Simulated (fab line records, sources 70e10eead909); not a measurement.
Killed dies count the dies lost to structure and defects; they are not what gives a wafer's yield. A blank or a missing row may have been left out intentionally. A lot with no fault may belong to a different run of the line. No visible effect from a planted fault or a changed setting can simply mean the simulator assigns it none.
Struck lot and sound lot, side by side    flow nandHarc    15 steps out of a route of 1302
Sound: these wafers, L586.2, L586.4, L586.5. Struck: wafer L593.1 (L593.4, L593.6, from the same lot, were not struck and are left out); the cause is given at the end.
For every step that has rows: the tool of each side, followed by ch and its chambers, followed by its first start. Under that, the readings that differ: sound wafers    struck wafers    difference of the means    sigmas: that difference in standard deviations of wafers without a fault.
alike: words and numbers the same on both sides, and readings whose means are apart by under 2 such deviations; not compared: readings that were withheld, readings missing a value for some wafer, numbers with overlapping values and no deviation given by the record, and bounds like >300 which may hide the same value.
Wherever a step has rows on one side only, a row that says differs or no value, or a row with sigmas, the two part there. Numbers that don't overlap but have no deviation are shown without sigmas and don't part them. A reading missing from all wafers of one side parts the sides only when that side holds two or more wafers.

NHARC_A_CONTACT_ETCH_118: etches the open film in C4F8/O2/Ar, time 190 s, target depth 1850 nm.
  sound on harCapEtch-03 ch 0,1, day 22 00:44; struck on harCapEtch-01 ch 0, day 25 13:13
  not compared: rfHoursCounterH, runLengthS
NHARC_A_CONTACT_ETCH_119: etches the open film in C4F8/O2/Ar, time 190 s, target depth 1850 nm.
  sound on harCapEtch-03 ch 0,1, day 22 00:54; struck on harCapEtch-01 ch 0, day 25 13:23
  not compared: rfHoursCounterH, runLengthS
NHARC_A_CONTACT_ETCH_120: etches the open film in C4F8/O2/Ar, time 190 s, target depth 1850 nm.
  sound on harCapEtch-03 ch 0,1, day 22 01:04; struck on harCapEtch-01 ch 0, day 25 13:34
  not compared: rfHoursCounterH, runLengthS
NHARC_A_CONTACT_ETCH_121: etches the open film in C4F8/O2/Ar, time 190 s, target depth 1850 nm.
  sound on harCapEtch-03 ch 0,1, day 22 01:14; struck on harCapEtch-01 ch 0, day 25 13:44
  not compared: rfHoursCounterH, runLengthS
then, 3 steps without rows for these wafers: NHARC_A_CONTACT_ETCH_122 (etches the open film in C4F8/O2/Ar, time 190 s, target depth 1850 nm); NHARC_A_CONTACT_ETCH_123 (etches the open film in C4F8/O2/Ar, time 490 s, target depth 2110 nm); NHARC_A_CONTACT_ETCH_90 (etches the open film in CH3F/O2, target depth 40 nm, time 85.7 s).
NHARC_A_CONTACT_ETCH_96: etches the open film in C4F6/O2, target depth 20 nm, time 10 s.
  sound on rieDiel-06 ch 1,3; struck on rieDiel-06 ch 1, day 25 16:29
  alike: drypumpMotorCurrentA, oesProductAu, rfVppV, runLengthS, showerheadPlenumPTorr, throttleValvePct
  not compared: rfHoursCounterH
NHARC_A_CONTACT_CD_MEAS_53:
  sound on cdSem-03, day 22 02:45; struck on cdSem-02, day 25 16:34
  alike: cdNm
then, 3 steps without rows for these wafers: NHARC_A_CONTACT_STRIP_99 (strips in N2/H2); NHARC_A_CONTACT_STRIP_100 (strips in CF4/CHF3); NHARC_A_CONTACT_STRIP_101 (strips in O2/COS).
NHARC_A_CONTACT_ETCH_102: etches the open film in CF4/O2, target depth 100 nm, overetch 10 nm, time 55 s.
  sound on rieDiel-06 ch 2,3, day 22 03:02; struck on rieDiel-06 ch 0, day 25 16:53
reading                   sound           struck  difference  sigmas
drypumpMotorCurrentA (A)  5.6 6.5 6.5     5.0     -1.2        -2
runLengthS (s)            77.0 75.5 75.5  72.3    -3.7        -9
  alike: oes_f_703_au, oesProductAu, rfVppV, showerheadPlenumPTorr, throttleValvePct
  not compared: rfHoursCounterH
then, 1 step without rows for these wafers: NHARC_A_CONTACT_STRIP_55 (strips in O2).
-- record jumps: 3 days between struck wafers' starts before vs after; left off in module A_CONTACT, resumes in module END, first step shown is number 1302 of the route --
NHARC_END_SORT_01:
  sound on prober-01 ch 0, day 24 21:31; struck on prober-01 ch 0, day 28 17:29
reading        sound     struck                   difference                    sigmas
hold           - - -     awaitDispo/4.8h/release  no value on the sound wafers  
killedAtArray  39 32 42  150                      +112                          +7
killedDies     48 34 49  154                      +110                          +6
  alike: killedAtOther, killedAtPeriphery, killedOpen, killedShort

## WHERE THEY PART
Last at NHARC_END_SORT_01 as far as this record goes, first at NHARC_A_CONTACT_ETCH_102.

WHY: the cause the simulator had injected
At NHARC_A_CONTACT_ETCH_102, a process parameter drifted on rieDiel-06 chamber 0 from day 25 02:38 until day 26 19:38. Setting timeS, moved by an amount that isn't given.
